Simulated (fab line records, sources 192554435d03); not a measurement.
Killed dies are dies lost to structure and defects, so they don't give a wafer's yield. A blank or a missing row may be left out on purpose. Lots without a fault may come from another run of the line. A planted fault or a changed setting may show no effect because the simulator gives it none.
Split-lot experiment | flow n5_finfet | 7 lots, 21 wafers read, on a route of 1938 steps

THE SPLIT
At N5_BEOL_M0_ETCH_109 (etches SiCN in CH3F/O2, target depth 8 nm, overetch 2.4 nm, time 27.4 s), the setting bias_w was moved away from the recipe's 75 W on 5 of the 21 wafers read, by -16.0% to -10.1%. The other wafers ran this setting at the recipe's value.

The reading is taken at the split's own step.

THE READING
rf_vpp_V, in V, at N5_BEOL_M0_ETCH_109 (etches SiCN in CH3F/O2, target depth 8 nm, overetch 2.4 nm, time 27.4 s). Fault-free wafers of this fab line usually give 297.0 V, standard deviation 1.7 V.

wafer  | tool, chamber at the split | bias_w as run, W | against the recipe | rf_vpp_V, V | against lot-mates on the recipe
L076.2 | rie_diel-01, 3             | 75               | recipe             | 295.8       | -
L076.3 | rie_diel-01, 0             | 62.97            | -16.0%             | 267.9       | -29.1
L076.4 | rie_diel-01, 2             | 75               | recipe             | 298.1       | -
L081.1 | rie_diel-03, 0             | 66.69            | -11.1%             | 277.2       | -21.3
L081.4 | rie_diel-03, 1             | 75               | recipe             | 298.5       | -
L081.5 | rie_diel-03, 0             | 66.69            | -11.1%             | 276.1       | -22.4
L083.1 | rie_diel-03, 2             | 75               | recipe             | 296.0       | -
L083.2 | rie_diel-03, 1             | 75               | recipe             | 297.2       | -
L083.5 | rie_diel-03, 0             | 75               | recipe             | 298.3       | -
L090.4 | rie_diel-05, 3             | 75               | recipe             | 296.1       | -
L090.5 | rie_diel-05, 1             | 75               | recipe             | 295.9       | -
L090.6 | rie_diel-05, 2             | 75               | recipe             | 299.2       | -
L091.1 | rie_diel-05, 2             | 67.42            | -10.1%             | 279.7       | -16.3
L091.3 | rie_diel-05, 1             | 75               | recipe             | 297.1       | -
L091.6 | rie_diel-05, 3             | 75               | recipe             | 294.9       | -
L093.1 | rie_diel-03, 2             | 75               | recipe             | 296.0       | -
L093.3 | rie_diel-03, 1             | 75               | recipe             | 296.3       | -
L093.6 | rie_diel-03, 1             | 75               | recipe             | 295.6       | -
L095.1 | rie_diel-03, 2             | 66.21            | -11.7%             | 274.0       | -22.1
L095.5 | rie_diel-03, 1             | 75               | recipe             | 296.2       | -
L095.6 | rie_diel-03, 2             | 75               | recipe             | 296.0       | -

THE FIT
A straight line over all 21 wafers: rf_vpp_V changes by +1.81 V for each +1% of bias_w; r = +0.99; the points scatter about the line by 1.2 V.
The same after taking each lot's own level away (the mean of its wafers on the recipe; 21 wafers): +1.85 V for each +1%; r = +0.99; scatter 1.2 V.
On that fit, the largest move of bias_w shifts the reading by 30 V.
The lots' own levels span 295.97 to 298.50 V, that is 1.5 times the standard deviation above.
So the lot-to-lot level changes the slope little: the two slopes agree.
Check: with one of the wafers moved furthest among these (-16.0%) left out of the fit, the line predicts -30 V for it against its lot-mates. It came out at -29.1 V against them.
Tool readings at the split's step, against how far the setting was moved: rf_vpp_V r = +0.99.

OTHER SPLITS ON THESE WAFERS
These wafers also went through other splits before the reading. Each is held against what the fit with the lots' levels taken away leaves over:
other split on the same wafers       | wafers away from the commonest value | r with rf_vpp_V (lot level and that fit taken away)
N5_MOL_CONTACT_COAG_COAT_76 spin_rpm | 5                                    | +0.31
N5_BEOL_M0_SAQP_PECVD_04 time_s      | 7                                    | +0.01
N5_BEOL_M0_SAQP_EXPOSE_11 dose_mj    | 4                                    | -0.16

THE FILE'S OWN FIT
rf_vpp_V changes by +1.83 V for each +1% of bias_w, r = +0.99.
